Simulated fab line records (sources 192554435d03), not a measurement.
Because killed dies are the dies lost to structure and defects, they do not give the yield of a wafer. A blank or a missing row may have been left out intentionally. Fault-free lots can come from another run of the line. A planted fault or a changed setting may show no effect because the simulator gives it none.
Lot-split experiment | flow n5_finfet | 21 wafers read from 7 lots, route of 1938 steps

ON THE SPLIT
At N5_BEOL_M5_TRENCH_ETCH_37 (etches SiCOH lowk in C4F6/O2, target depth 71.652 nm, time 24.7 s), the setting time_s was moved away from the recipe's 24.7 s on 7 of the 21 wafers read, by -10.5% to +14.3%. For the rest of the wafers, this setting stayed at what the recipe calls for.

FROM THE SPLIT TO THE READING: what the file shows between them, 8 steps
- N5_BEOL_M5_ETCH_41: etches SiCN in CH3F/O2, target depth 31.5 nm, time 56.7 s (also split here: source_w)
- N5_BEOL_M5_STRIP_91: strips in N2/H2, time 10 s
- N5_BEOL_M5_OCD_MEAS_38
- N5_BEOL_M5_SPUTTER_83: material Cu, target thk 15 nm, time 27.62 s (also split here: time_s)
- N5_BEOL_M5_ANNEAL_84: time 1800 s
- N5_BEOL_M5_SPUTTER_88: material Cu, target thk 15 nm, time 27.62 s
- N5_BEOL_M5_PRE_CLEAN_55: time 15 s
- N5_BEOL_M5_DEP_56: deposits SiCN from 3MS/NH3, target thk 8 nm, time 14 s

THE READING
M5_RS in ohm/sq, measured at N5_BEOL_M5_RS_MEAS_57 by four-point-probe. Typical for fault-free wafers on this fab line: 0.389 ohm/sq, with standard deviation 0.01 ohm/sq.

wafer  | tool, chamber at the split | time_s as run, s | against the recipe | M5_RS, ohm/sq | against lot-mates on the recipe
L074.2 | rie_diel-03, 3             | 24.7             | recipe             | 0.388         | -
L074.4 | rie_diel-03, 1             | 24.7             | recipe             | 0.390         | -
L074.6 | rie_diel-03, 2             | 24.7             | recipe             | 0.406         | -
L076.1 | rie_diel-06, 0             | 28.22            | +14.3%             | 0.323         | no lot-mate on the recipe
L076.4 | rie_diel-06, 1             | 28.22            | +14.3%             | 0.315         | no lot-mate on the recipe
L076.6 | rie_diel-06, 0             | 28.22            | +14.3%             | 0.331         | no lot-mate on the recipe
L080.1 | rie_diel-02, 2             | 24.7             | recipe             | 0.394         | -
L080.4 | rie_diel-02, 2             | 24.7             | recipe             | 0.382         | -
L080.5 | rie_diel-02, 0             | 27.68            | +12.1%             | 0.324         | -0.064
L089.1 | rie_diel-02, 3             | 24.7             | recipe             | 0.404         | -
L089.3 | rie_diel-02, 0             | 24.7             | recipe             | 0.399         | -
L089.5 | rie_diel-02, 0             | 24.7             | recipe             | 0.398         | -
L083.1 | rie_diel-03, 1             | 22.1             | -10.5%             | 0.451         | +0.049
L083.3 | rie_diel-03, 0             | 24.7             | recipe             | 0.396         | -
L083.5 | rie_diel-03, 0             | 24.7             | recipe             | 0.408         | -
L097.1 | rie_diel-03, 2             | 24.7             | recipe             | 0.371         | -
L097.2 | rie_diel-03, 3             | 24.7             | recipe             | 0.382         | -
L097.5 | rie_diel-03, 2             | 24.7             | recipe             | 0.370         | -
L096.3 | rie_diel-06, 2             | 27.07            | +9.6%              | 0.336         | -0.039
L096.5 | rie_diel-06, 0             | 24.7             | recipe             | 0.375         | -
L096.6 | rie_diel-06, 3             | 27.07            | +9.6%              | 0.343         | -0.032

FIT RESULTS
A straight line over all 21 wafers: M5_RS changes by -0.00507 ohm/sq for each +1% of time_s; r = -0.95; the points scatter about the line by 0.011 ohm/sq.
The same after taking each lot's own level away (the mean of its wafers on the recipe; 18 wafers): -0.00449 ohm/sq for each +1%; r = -0.96; scatter 0.0065 ohm/sq.
On that fit, the largest move of time_s shifts the reading by 0.064 ohm/sq.
Measured against the standard deviation above, the lots' own levels, which go from 0.3743 to 0.4020 ohm/sq, span 2.8 times it.
Hence the slope depends on the lot-to-lot level, as the two fits are not the same.
Check: for one of the wafers moved furthest among these (+12.1%), held out of the fit, the line's prediction against its lot-mates is -0.0485 ohm/sq. It came out at -0.064 ohm/sq against them.

OTHER SPLITS APPLIED TO THESE WAFERS
Other splits were also applied to these wafers ahead of the reading. Each is held against what the fit with the lots' levels taken away leaves over:
other split on the same wafers   | wafers away from the commonest value | r with M5_RS (lot level and that fit taken away)
N5_BEOL_M2_TRENCH_ETCH_37 time_s | 5                                    | +0.14
N5_BEOL_M3_VIA_ETCH_34 bias_w    | 10                                   | +0.06
N5_BEOL_M5_ETCH_41 source_w      | 9                                    | +0.06
N5_BEOL_M5_SPUTTER_83 time_s     | 10                                   | +0.31

THE WHOLE CHAIN: every reading that the file lists as answering this split, in the file's order
step                      | what it does                                                      | reading                                                                   | change (the file's fit)               | r (the file's)
N5_BEOL_M5_TRENCH_ETCH_37 | etches SiCOH lowk in C4F6/O2, target depth 71.652 nm, time 24.7 s | etch.depth_nm (the simulator's own value, which no gauge read)            | +0.646 nm for each +1% of the setting | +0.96
N5_BEOL_M5_TRENCH_ETCH_37 | etches SiCOH lowk in C4F6/O2, target depth 71.652 nm, time 24.7 s | BEOL_M5.feature_depth_nm (the simulator's own value, which no gauge read) | +0.643 nm for each +1% of the setting | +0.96
N5_BEOL_M5_OCD_MEAS_38    |                                                                   | trench_depth_nm                                                           | +0.665 nm for each +1% of the setting | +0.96
N5_BEOL_M5_RS_MEAS_57     | measures by four-point-probe                                      | M5_RS                                                                     | -0.00469 for each +1% of the setting  | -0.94

FILE'S OWN FIT
M5_RS changes by -0.00469 ohm/sq for each +1% of time_s, r = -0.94.
